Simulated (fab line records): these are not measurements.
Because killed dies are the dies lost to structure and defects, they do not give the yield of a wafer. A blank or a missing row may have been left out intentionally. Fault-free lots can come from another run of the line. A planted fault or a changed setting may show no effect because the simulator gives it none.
Lot-split experiment -- flow n5 finfet -- 21 wafers read from 7 lots, route of 1938 steps

ABOUT THE SPLIT
At N5_BEOL_M12_EXPOSE_07 (exposes mask V11), the setting dose mj was moved away from the recipe's 32.5 on 10 of the 21 wafers read, by -7.3% to +6.2%. The other wafers ran this setting at the recipe's value.

FROM THE SPLIT TO THE READING: what the file shows between them, 6 steps
- N5_BEOL_M12_PEB_08: peb time 90 s
- N5_BEOL_M12_DEVELOP_09: develop time 45 s
- N5_BEOL_M12_HARDBAKE_14: time 120 s
- N5_BEOL_M12_CD_MEAS_10: target cd 140 nm
- N5_BEOL_M12_STRIP_71: strips in post etch residue remover, time 60 s
- N5_BEOL_M12_SRD_72: time 30 s, dry time 30 s

THE READING
cd nm (nm) at N5_BEOL_M12_CD_MEAS_17, where the cd target is 140 nm. Fault-free wafers of this fab line usually give 139.7 nm, standard deviation 2.1 nm.

wafer,"tool, chamber at the split",dose mj as run,against the recipe,"cd nm, nm",against lot-mates on the recipe
L075.1,"krf scanner-02, 0",32.5,recipe,137.6,-
L075.4,"krf scanner-02, 0",32.5,recipe,138.0,-
L075.5,"krf scanner-02, 0",33.42,+2.8%,143.0,+5.2
L083.2,"krf scanner-01, 0",32.5,recipe,137.4,-
L083.4,"krf scanner-01, 0",30.13,-7.3%,130.1,-7.3
L083.6,"krf scanner-01, 0",30.13,-7.3%,128.3,-9.1
L082.1,"krf scanner-02, 0",31.65,-2.6%,140.7,-1.6
L082.4,"krf scanner-02, 0",31.65,-2.6%,137.3,-5.0
L082.5,"krf scanner-02, 0",32.5,recipe,142.3,-
L090.1,"krf scanner-02, 0",32.5,recipe,136.6,-
L090.3,"krf scanner-02, 0",32.5,recipe,142.7,-
L090.6,"krf scanner-02, 0",32.5,recipe,140.3,-
L094.1,"krf scanner-01, 0",32.5,recipe,138.1,-
L094.2,"krf scanner-01, 0",32.5,recipe,140.7,-
L094.6,"krf scanner-01, 0",32.5,recipe,138.6,-
L096.2,"krf scanner-02, 0",33.95,+4.5%,145.0,no lot-mate on the recipe
L096.4,"krf scanner-02, 0",33.95,+4.5%,144.4,no lot-mate on the recipe
L096.6,"krf scanner-02, 0",33.95,+4.5%,147.7,no lot-mate on the recipe
L092.1,"krf scanner-01, 0",34.52,+6.2%,150.6,+9.8
L092.2,"krf scanner-01, 0",32.5,recipe,140.8,-
L092.4,"krf scanner-01, 0",34.52,+6.2%,149.8,+9.0

FIT RESULTS
A straight line over all 21 wafers: cd nm changes by +1.42 nm for each +1% of dose mj; r = +0.93; the points scatter about the line by 2.1 nm.
The same after taking each lot's own level away (the mean of its wafers on the recipe; 18 wafers): +1.32 nm for each +1%; r = +0.95; scatter 1.5 nm.
That fit puts the effect of the largest move of dose mj on the reading at 9.6 nm.
Across the lots, their own levels run from 137.40 to 142.30 nm, a range of 2.3 times the standard deviation given above.
Consequently the slope shifts little with the lot-to-lot level, the two slopes agreeing.
Check: -10 nm against its lot-mates is what the line predicts for one of the wafers moved furthest among these (-7.3%) when that wafer is left out of the fit. It came out at -7.3 nm against them.

THE WHOLE CHAIN: every reading that the file lists as answering this split, in the file's order
step,what it does,reading,change (the file's fit),r (the file's)
N5_BEOL_M12_CD_MEAS_10,target cd 140 nm,cd nm,+1.34 nm for each +1% of the setting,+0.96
N5_BEOL_M12_CD_MEAS_17,target cd 140 nm,cd nm,+1.33 nm for each +1% of the setting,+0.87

THE FILE'S OWN FIT
cd nm changes by +1.33 nm for each +1% of dose mj, r = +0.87.
